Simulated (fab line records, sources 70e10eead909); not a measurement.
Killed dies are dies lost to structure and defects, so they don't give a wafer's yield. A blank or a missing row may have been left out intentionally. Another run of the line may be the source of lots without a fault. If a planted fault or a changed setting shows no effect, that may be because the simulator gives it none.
Chamber matching / flow nand_harc / rie_diel-02 running NHARC_P_BONDPAD_DESCUM_11: 4 sister chambers
The step chemistry O2, time 3 s. 16 wafers are shown with their chamber, then 8 later ones without.

WAFERS, EACH WITH ITS CHAMBER
wafer=L602.1; chamber=1; showerhead_plenum_p_Torr (Torr)=1.82; drypump_motor_current_A (A)=5.7; throttle_valve_pct (%)=11.323
wafer=L602.2; chamber=0; showerhead_plenum_p_Torr (Torr)=1.83; drypump_motor_current_A (A)=5.6; throttle_valve_pct (%)=11.320
wafer=L602.4; chamber=3; showerhead_plenum_p_Torr (Torr)=1.89; drypump_motor_current_A (A)=5.3; throttle_valve_pct (%)=11.324
wafer=L603.4; chamber=0; showerhead_plenum_p_Torr (Torr)=1.83; drypump_motor_current_A (A)=5.7; throttle_valve_pct (%)=11.309
wafer=L603.5; chamber=3; showerhead_plenum_p_Torr (Torr)=1.89; drypump_motor_current_A (A)=5.3; throttle_valve_pct (%)=11.312
wafer=L603.6; chamber=0; showerhead_plenum_p_Torr (Torr)=1.83; drypump_motor_current_A (A)=5.7; throttle_valve_pct (%)=11.315
wafer=L610.1; chamber=1; showerhead_plenum_p_Torr (Torr)=1.82; drypump_motor_current_A (A)=5.7; throttle_valve_pct (%)=11.317
wafer=L610.3; chamber=0; showerhead_plenum_p_Torr (Torr)=1.83; drypump_motor_current_A (A)=5.7; throttle_valve_pct (%)=11.321
wafer=L610.5; chamber=2; showerhead_plenum_p_Torr (Torr)=1.79; drypump_motor_current_A (A)=6.4; throttle_valve_pct (%)=11.307
wafer=L613.3; chamber=0; showerhead_plenum_p_Torr (Torr)=1.82; drypump_motor_current_A (A)=5.7; throttle_valve_pct (%)=11.299
wafer=L613.5; chamber=0; showerhead_plenum_p_Torr (Torr)=1.83; drypump_motor_current_A (A)=5.6; throttle_valve_pct (%)=11.323
wafer=L613.6; chamber=1; showerhead_plenum_p_Torr (Torr)=1.82; drypump_motor_current_A (A)=5.7; throttle_valve_pct (%)=11.325
wafer=L614.1; chamber=0; showerhead_plenum_p_Torr (Torr)=1.82; drypump_motor_current_A (A)=5.6; throttle_valve_pct (%)=11.303
wafer=L614.2; chamber=2; showerhead_plenum_p_Torr (Torr)=1.79; drypump_motor_current_A (A)=6.3; throttle_valve_pct (%)=11.310
wafer=L614.6; chamber=1; showerhead_plenum_p_Torr (Torr)=1.82; drypump_motor_current_A (A)=5.7; throttle_valve_pct (%)=11.321
wafer=L616.2; chamber=0; showerhead_plenum_p_Torr (Torr)=1.82; drypump_motor_current_A (A)=5.6; throttle_valve_pct (%)=11.316

SIGNATURES (means of the wafers above)
reading=showerhead_plenum_p_Torr; chamber 0=1.8263; chamber 1=1.8200; chamber 2=1.7900; chamber 3=1.8900; scatter within a chamber=0.00395
reading=drypump_motor_current_A; chamber 0=5.650; chamber 1=5.700; chamber 2=6.350; chamber 3=5.300; scatter within a chamber=0.0456
reading=throttle_valve_pct; chamber 0=11.31325; chamber 1=11.32150; chamber 2=11.30850; chamber 3=11.31800; scatter within a chamber=0.00735
Rule: distance of a wafer from a chamber = root of the sum over the readings of ((wafer's reading minus chamber's mean) / reading's scatter) squared. The wafer belongs to the nearest chamber; if the next one is less than 2 further off, it can't be placed. How the scatter is found: for the shown wafers, subtract from each reading the mean of its chamber, square and add these, divide the total by (wafers less chambers), then take the root.

WAFERS WITHOUT THEIR CHAMBER
wafer=L616.5; showerhead_plenum_p_Torr (Torr)=1.83; drypump_motor_current_A (A)=5.6; throttle_valve_pct (%)=11.316
wafer=L616.6; showerhead_plenum_p_Torr (Torr)=1.82; drypump_motor_current_A (A)=5.7; throttle_valve_pct (%)=11.302
wafer=L622.3; showerhead_plenum_p_Torr (Torr)=1.79; drypump_motor_current_A (A)=6.3; throttle_valve_pct (%)=11.316
wafer=L622.5; showerhead_plenum_p_Torr (Torr)=1.89; drypump_motor_current_A (A)=5.3; throttle_valve_pct (%)=11.315
wafer=L622.6; showerhead_plenum_p_Torr (Torr)=1.82; drypump_motor_current_A (A)=5.6; throttle_valve_pct (%)=11.327
wafer=L623.1; showerhead_plenum_p_Torr (Torr)=1.89; drypump_motor_current_A (A)=5.3; throttle_valve_pct (%)=11.320
wafer=L623.2; showerhead_plenum_p_Torr (Torr)=1.79; drypump_motor_current_A (A)=6.4; throttle_valve_pct (%)=11.313
wafer=L623.6; showerhead_plenum_p_Torr (Torr)=1.89; drypump_motor_current_A (A)=5.3; throttle_valve_pct (%)=11.323

THE CHAMBER EACH PASSED THROUGH
wafer=L616.5; from the rows above=can't be placed: 0 or 1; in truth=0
wafer=L616.6; from the rows above=can't be placed: 0 or 1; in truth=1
wafer=L622.3; from the rows above=2; in truth=2
wafer=L622.5; from the rows above=3; in truth=3
wafer=L622.6; from the rows above=can't be placed: 1 or 0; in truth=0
wafer=L623.1; from the rows above=3; in truth=3
wafer=L623.2; from the rows above=2; in truth=2
wafer=L623.6; from the rows above=3; in truth=3
Placed correctly: 5 of 8. Unplaceable from these rows: 3, with the true chamber sitting among the candidates in 3. Placed wrongly: 0.
